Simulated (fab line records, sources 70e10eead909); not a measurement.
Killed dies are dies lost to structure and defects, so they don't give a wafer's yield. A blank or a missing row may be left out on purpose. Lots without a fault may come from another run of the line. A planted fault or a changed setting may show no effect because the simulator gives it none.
Which tool did it? | flow nand_harc | 12 lots, 36 wafers sampled, at 5 steps of a route of 1302

WHAT THE GAUGES READ, wafer by wafer
NHARC_A_CHANNEL_FILL_D2_THK_MEAS_06: measures by ellipsometry.
lot  | measured     | on            | thk_nm (nm)
L076 | day 16 00:09 | film_metro-02 | 5.2 4.5 6.1
L078 | day 16 11:51 | film_metro-01 | 5.9 6.0 4.6
L075 | day 17 21:43 | film_metro-01 | 6.2 4.7 6.0
L081 | day 17 21:43 | film_metro-02 | 5.5 5.4 4.5
L084 | day 18 17:41 | film_metro-01 | 5.4 4.0 4.2
L085 | day 19 19:30 | film_metro-01 | 4.2 5.3 5.7
L087 | day 21 01:01 | film_metro-02 | 5.0 5.4 6.1
L090 | day 21 09:08 | film_metro-02 | 5.8 6.1 5.1
L091 | day 21 23:32 | film_metro-01 | 5.3 5.6 4.7
L093 | day 22 19:11 | film_metro-02 | 6.0 7.1 6.4
L095 | day 24 02:41 | film_metro-01 | 6.8 4.7 4.8
L097 | day 24 02:43 | film_metro-02 | 5.4 4.7 4.1

WHICH TOOL RAN EACH LOT (tool, then ch and the chambers of the sampled wafers, then the start)
lot  | NHARC_A_ONON_D1_DEP_33          | NHARC_A_CHANNEL_HOLE_D1_DEP_01  | NHARC_A_CHANNEL_FILL_D1_ALD_02   | NHARC_A_CHANNEL_HOLE_D2_ETCH_24
L076 | pecvd-04 ch 1,2, day 9 04:48    | pecvd-04 ch 1,2, day 9 13:35    | ald_hk-04 ch 0,1, day 9 21:35    | har_etch-01 ch 0,1, day 14 07:35
L078 | pecvd-04 ch 0,1, day 9 18:50    | pecvd-02 ch 0,1, day 9 21:18    | ald_hk-02 ch 0,2, day 10 05:14   | har_etch-01 ch 0, day 14 19:16
L075 | pecvd-01 ch 0,1,2, day 10 18:28 | pecvd-01 ch 0,1,2, day 10 23:38 | ald_hk-01 ch 0,1,2, day 11 09:40 | har_etch-02 ch 0,1, day 16 05:05
L081 | pecvd-03 ch 0,2, day 11 05:35   | pecvd-01 ch 0,1, day 11 10:12   | ald_hk-02 ch 0,1,2, day 11 18:03 | har_etch-01 ch 0,1, day 16 04:50
L084 | pecvd-03 ch 0,1, day 12 07:16   | pecvd-01 ch 1,2, day 12 09:44   | ald_hk-01 ch 1,2,3, day 12 18:02 | har_etch-01 ch 0,1, day 17 03:42
L085 | pecvd-01 ch 0,2, day 13 04:12   | pecvd-02 ch 1,2, day 13 07:56   | ald_hk-02 ch 1,2,3, day 13 16:07 | har_etch-02 ch 0, day 18 02:01
L087 | pecvd-04 ch 0,1, day 14 06:20   | pecvd-04 ch 1,2, day 14 08:50   | ald_hk-02 ch 1,2,3, day 14 16:47 | har_etch-02 ch 0,1, day 19 09:05
L090 | pecvd-01 ch 0,2, day 14 18:44   | pecvd-01 ch 0,2, day 14 21:23   | ald_hk-04 ch 1,2, day 15 07:26   | har_etch-02 ch 0,1, day 19 14:14
L091 | pecvd-03 ch 0,2, day 15 03:10   | pecvd-01 ch 1,2, day 15 08:20   | ald_hk-01 ch 0,2,3, day 15 20:35 | har_etch-01 ch 0,1, day 20 08:12
L093 | pecvd-04 ch 0,1, day 16 01:29   | pecvd-04 ch 0,2, day 16 04:05   | ald_hk-01 ch 0,3, day 16 12:50   | har_etch-01 ch 0,1, day 21 00:54
L095 | pecvd-01 ch 0,2, day 17 01:20   | pecvd-02 ch 0,2, day 17 07:01   | ald_hk-01 ch 0,1, day 17 20:07   | har_etch-01 ch 0,1, day 22 06:56
L097 | pecvd-01 ch 0,2, day 17 15:44   | pecvd-01 ch 0,1,2, day 17 18:11 | ald_hk-04 ch 0,2,3, day 18 02:31 | har_etch-01 ch 1, day 22 12:22
- NHARC_A_ONON_D1_DEP_33: deposits SiO2, target thk 200 nm.
- NHARC_A_CHANNEL_HOLE_D1_DEP_01: deposits SiON, target thk 140 nm.
- NHARC_A_CHANNEL_FILL_D1_ALD_02: deposits SiO2, target thk 6 nm, pulse time 10 s, ald cycles 60.
- NHARC_A_CHANNEL_HOLE_D2_ETCH_24: etches the open film in C4F8/O2/Ar, time 906.2 s, target depth 1500 nm.

THE ANSWER, worked out from the rows above alone
Rule: what is usual is taken from the lots themselves. Put in order of their means at a reading, lots are off if they are a third of the lots or fewer, leave a main group of 4 or more, and stand apart from it by a gap of 3 or more times the standard deviation of the main group's means; of several such gaps the widest counts. A main group whose means are all the same, to the digits that the tables above print for the reading, isn't used. A lot without any number at a reading at which 4 lots or more have one is off too. The other lots that the step has rows for count as sound.
No lot is off at any reading shown: from this, nothing can be told.

WHAT THE SIMULATOR HAD PUT IN
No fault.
